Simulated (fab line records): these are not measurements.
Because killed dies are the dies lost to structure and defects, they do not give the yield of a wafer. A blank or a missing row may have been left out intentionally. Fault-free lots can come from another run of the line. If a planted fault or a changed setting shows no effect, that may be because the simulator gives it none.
Tool commonality check | flow n5Finfet | 10 lots and 30 wafers in the sample

## REASON FOR OPENING
4 of 10 lots carry a flag on the reading V8_OVL at N5_BEOL_M9_OVL_MEAS_29. Wafers without a fault read -0.1 nm, standard deviation 0.68.
Rule: a lot is flagged when every wafer of it that has a number lies more than 4 standard deviations from that mean, or none has a number. The other lots count as sound.

lot  | measured     | on         | V8_OVL (nm), wafer by wafer | flag
L609 | day 11 06:29 | overlay-02 | -0.5 -1.0 0.2               | 
L610 | day 11 14:00 | overlay-01 | 0.6 1.4 0.8                 | 
L615 | day 12 14:43 | overlay-01 | 11.2 10.5 11.6              | FLAGGED
L614 | day 12 17:59 | overlay-01 | 11.5 11.7 11.1              | FLAGGED
L619 | day 13 21:31 | overlay-01 | 11.6 12.4 11.7              | FLAGGED
L620 | day 14 03:58 | overlay-01 | 12.0 10.8 12.7              | FLAGGED
L622 | day 14 12:56 | overlay-01 | -0.1 -0.6 -0.5              | 
L625 | day 15 07:32 | overlay-01 | -0.2 -0.5 0.2               | 
L626 | day 15 07:35 | overlay-02 | -0.3 0.1 -0.4               | 
L627 | day 15 10:21 | overlay-01 | -0.5 0.0 -0.1               | 
Average over the flagged lots: 11.6 nm; offset from the usual +11.7 nm, equal to +17 standard deviations.

## LOT BY LOT: THE TOOL USED
The record keeps 1 process step preceding the reading, out of 1938 steps on the route. Every cell lists first the tool, next ch and the chambers used by the sampled wafers, and last the start.
lot  | flag    | N5_BEOL_M9_EXPOSE_25
L609 |         | euvScanner-01 ch 0, day 11 06:20
L610 |         | euvScanner-01 ch 0, day 11 13:50
L615 | FLAGGED | euvScanner-01 ch 0, day 12 14:34
L614 | FLAGGED | euvScanner-01 ch 0, day 12 17:50
L619 | FLAGGED | euvScanner-01 ch 0, day 13 21:22
L620 | FLAGGED | euvScanner-01 ch 0, day 14 03:48
L622 |         | euvScanner-02 ch 0, day 14 12:46
L625 |         | euvScanner-02 ch 0, day 15 07:22
L626 |         | euvScanner-02 ch 0, day 15 07:25
L627 |         | euvScanner-02 ch 0, day 15 10:11
What these steps do:
- N5_BEOL_M9_EXPOSE_25: exposes mask V8.
- N5_BEOL_M9_OVL_MEAS_29

## FLAGGED OVER TOTAL, TOOL BY TOOL (the gauges that took the reading come last)
step                   | tool          | lots run | flagged | share of the flagged lots | sound lots run after its first flagged lot
N5_BEOL_M9_EXPOSE_25   | euvScanner-01 | 6        | 4       | all                       | 0
N5_BEOL_M9_EXPOSE_25   | euvScanner-02 | 4        | 0       | none                      | -
N5_BEOL_M9_OVL_MEAS_29 | overlay-01    | 8        | 4       | all                       | 3 (L622,L625,L627)
N5_BEOL_M9_OVL_MEAS_29 | overlay-02    | 2        | 0       | none                      | -

## WHAT IS ALLOWED BY THE TABLE
Rows of the table that ran all the flagged lots, 2 in number: euvScanner-01 at N5_BEOL_M9_EXPOSE_25; overlay-01 at N5_BEOL_M9_OVL_MEAS_29.
- euvScanner-01 at N5_BEOL_M9_EXPOSE_25: 4 of its 6 lots flagged. It ran its last sound lot, L610, at day 11 13:50 and its first flagged lot, L615, at day 12 14:34: a fault with its onset between the two fits.
- overlay-01 at N5_BEOL_M9_OVL_MEAS_29: 4 of its 8 lots flagged. Sound lots ran on it after the first flagged one (L622, L625, L627), which a lasting fault on the whole tool wouldn't allow.
One tool is left: euvScanner-01 at N5_BEOL_M9_EXPOSE_25.

## WHAT HAD BEEN PUT IN BY THE SIMULATOR
Scanner matching overlay: euvScanner-01, from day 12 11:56 on, at N5_BEOL_M9_EXPOSE_25. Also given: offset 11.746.
Struck lots among those shown: L615, L614, L619, L620. Same finding as the rule above.
